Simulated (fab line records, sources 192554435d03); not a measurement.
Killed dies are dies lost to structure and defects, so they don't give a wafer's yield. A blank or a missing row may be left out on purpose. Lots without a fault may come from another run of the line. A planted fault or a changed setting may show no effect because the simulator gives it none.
Chamber matching | flow n5_finfet | N5_BEOL_M0_SAQP_MANDREL_ETCH_103 on rie_si-03: 4 sister chambers
The step etches a-Si in HBr/Cl2, stops on SiCN, target depth 45 nm, bt time 10 s, time 27 s. 16 wafers are shown with their chamber, then 8 later ones without.

WAFERS WITH THEIR CHAMBER
wafer  | chamber | throttle_valve_pct (%) | drypump_motor_current_A (A) | oes_product_au (a.u.)
L078.1 | 2       | 35.7                   | 5.25                        | 0.671
L078.2 | 3       | 35.4                   | 4.96                        | 0.673
L078.3 | 0       | 35.0                   | 5.43                        | 0.673
L078.4 | 1       | 34.9                   | 5.41                        | 0.668
L078.5 | 0       | 35.0                   | 5.45                        | 0.676
L078.6 | 3       | 35.4                   | 4.95                        | 0.677
L081.1 | 1       | 34.9                   | 5.41                        | 0.668
L081.4 | 2       | 35.6                   | 5.26                        | 0.687
L081.6 | 2       | 35.6                   | 5.23                        | 0.688
L085.3 | 1       | 34.9                   | 5.44                        | 0.665
L085.4 | 0       | 35.0                   | 5.44                        | 0.691
L085.5 | 3       | 35.4                   | 4.95                        | 0.696
L087.3 | 0       | 35.0                   | 5.46                        | 0.673
L087.4 | 1       | 34.9                   | 5.42                        | 0.679
L087.6 | 0       | 35.0                   | 5.46                        | 0.677
L088.1 | 0       | 35.0                   | 5.44                        | 0.674

SIGNATURES (means of the wafers above)
reading                 | chamber 0 | chamber 1 | chamber 2 | chamber 3 | scatter within a chamber
throttle_valve_pct      | 35.000    | 34.900    | 35.633    | 35.400    | 0.0236
drypump_motor_current_A | 5.4467    | 5.4200    | 5.2467    | 4.9533    | 0.0125
oes_product_au          | 0.67733   | 0.67000   | 0.68200   | 0.68200   | 0.00834
Rule: a wafer's distance from a chamber is the root of the sum, over the readings, of the square of ((its reading less the chamber's mean) divided by the reading's scatter). The wafer belongs to the nearest chamber; if the next one is less than 2 further off, it can't be placed. The scatter: the root of (the sum of the squares of (reading less its chamber's mean) over the shown wafers, divided by (wafers less chambers)).

WAFERS WITHOUT THEIR CHAMBER
wafer  | throttle_valve_pct (%) | drypump_motor_current_A (A) | oes_product_au (a.u.)
L088.2 | 35.7                   | 5.25                        | 0.678
L088.3 | 35.4                   | 4.97                        | 0.676
L088.4 | 34.9                   | 5.43                        | 0.667
L088.5 | 34.9                   | 5.42                        | 0.680
L088.6 | 35.7                   | 5.25                        | 0.674
L094.1 | 34.9                   | 5.44                        | 0.675
L094.3 | 35.6                   | 5.25                        | 0.691
L094.5 | 34.9                   | 5.42                        | 0.676

WHICH CHAMBER EACH WENT THROUGH
wafer  | from the rows above | in truth
L088.2 | 2                   | 2
L088.3 | 3                   | 3
L088.4 | 1                   | 1
L088.5 | 1                   | 1
L088.6 | 2                   | 2
L094.1 | 1                   | 1
L094.3 | 2                   | 2
L094.5 | 1                   | 1
Placed correctly: 8 of 8. Can't be placed from these rows: 0. Placed wrongly: 0.
